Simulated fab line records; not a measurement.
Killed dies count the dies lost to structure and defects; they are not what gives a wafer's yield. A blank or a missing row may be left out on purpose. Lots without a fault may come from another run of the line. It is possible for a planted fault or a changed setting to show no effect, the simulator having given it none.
Comparing a struck lot with a sound one | flow n5-finfet | 14 steps out of a route of 1938
Sound: these wafers, L384.2, L384.3, L384.5. Struck: wafer L387.6. (L387.1 of the same lot was not struck and is left out.) The cause comes at the end.
Each step with rows lists, per side, the tool, then ch with its chambers, then its first start. Under that, the readings that differ: sound wafers | struck wafers | difference of the means | sigmas: that difference in standard deviations of wafers without a fault.
alike: readings with means less than 2 such deviations apart, plus words and numbers identical on both sides. not compared: withheld readings, readings lacking a value on some wafer, bounds such as >300 that could conceal the same value, and numbers that have no deviation in the record and whose values overlap.
The two part at a step that has a row with sigmas, a row that says differs or no value, or rows on one side only. Numbers that don't overlap but have no deviation are shown without sigmas and don't part them. A reading missing from all wafers of one side parts the sides only when that side holds two or more wafers.

first, 3 steps without rows for these wafers: N5_BEOL_M7_EXPOSE_25 (exposes mask V6, target cd 40 nm); N5_BEOL_M7_PEB_26 (peb time 60 s); N5_BEOL_M7_DEVELOP_27 (develop time 30 s).
N5_BEOL_M7_CD_MEAS_28 targets a cd of 40 nm.
  sound on cd-sem-02 ch 0, day 9 22:15; struck on cd-sem-02 ch 0, day 10 14:57
  alike: cd-nm
N5_BEOL_M7_OVL_MEAS_29:
  sound on overlay-01 ch 0, day 9 22:17; struck on overlay-02 ch 0, day 10 14:59
  alike: V6_OVL
N5_BEOL_M7_INSPECT_30: inspects for defects (brightfield).
  sound on defect-inspect-02 at day 9 22:20; struck on defect-inspect-02 at day 10 15:02
  alike: raw-defect-count
N5_BEOL_M7_DESCUM_33: chemistry O2, time 7 s.
  sound on rie-diel-03 ch 0,2, day 9 22:40; struck on rie-diel-03 ch 1, day 10 15:12
  alike: drypump-motor-current-A, oes-product-au, rf-vpp-V, showerhead-plenum-p-Torr, throttle-valve-pct
  not compared: rf-hours-counter-h
N5_BEOL_M7_ETCH_72: etches underlayer in N2/H2, target depth 6.5 nm, time 5.2 s.
  sound on rie-diel-03 ch 0,2, day 9 22:43; struck on rie-diel-03 ch 1, day 10 15:14
  reading               | sound          | struck | difference | sigmas
  etch-rf-on-time-s (s) | 5.17 5.43 5.41 | 4.96   | -0.38      | -3
  alike: drypump-motor-current-A, oes-product-au, rf-vpp-V, showerhead-plenum-p-Torr, throttle-valve-pct
  not compared: rf-hours-counter-h
N5_BEOL_M7_ETCH_65: etches SiARC in CF4, target depth 15.6 nm, time 26 s.
  sound on rie-diel-03 ch 0,2, day 9 22:43; struck on rie-diel-03 ch 1, day 10 15:16
  reading               | sound          | struck | difference | sigmas
  etch-rf-on-time-s (s) | 25.8 27.3 27.4 | 25.2   | -1.6       | -2
  alike: drypump-motor-current-A, oes-product-au, rf-vpp-V, showerhead-plenum-p-Torr, throttle-valve-pct
  not compared: rf-hours-counter-h
N5_BEOL_M7_ETCH_66: etches SOC in N2/H2, target depth 80 nm, overetch 16 nm, time 120 s.
  sound on rie-diel-03 ch 0,2, day 9 22:45; struck on rie-diel-03 ch 1, day 10 15:17
  alike: drypump-motor-current-A, oes-product-au, rf-vpp-V, run-length-s, showerhead-plenum-p-Torr, throttle-valve-pct
  not compared: rf-hours-counter-h
then, 2 steps without rows for these wafers: N5_BEOL_M7_STRIP_69 (strips in N2/H2); N5_BEOL_M7_STRIP_73 (strips in N2/H2).
N5_BEOL_M7_VIA_ETCH_34: etches SiCOH lowk in C4F6/O2, target depth 125.5 nm, time 50.5 s.
  sound on rie-diel-03 ch 0,2, day 9 22:51; struck on rie-diel-03 ch 1, day 10 15:23
  reading          | sound          | struck | difference | sigmas
  run-length-s (s) | 73.7 72.6 73.2 | 71.0   | -2.2       | -5
  alike: C4F6_flow_sccm, drypump-motor-current-A, oes-product-au, rf-vpp-V, showerhead-plenum-p-Torr, throttle-valve-pct
  not compared: rf-hours-counter-h, model.etch.depth-nm
then, 1 step without rows for these wafers: N5_BEOL_M7_STRIP_76 (strips in C4F6/O2).

## WHERE THEY PART
At N5_BEOL_M7_ETCH_72 first; at N5_BEOL_M7_VIA_ETCH_34 last (within this record only).

WHY: whatever the simulator had introduced
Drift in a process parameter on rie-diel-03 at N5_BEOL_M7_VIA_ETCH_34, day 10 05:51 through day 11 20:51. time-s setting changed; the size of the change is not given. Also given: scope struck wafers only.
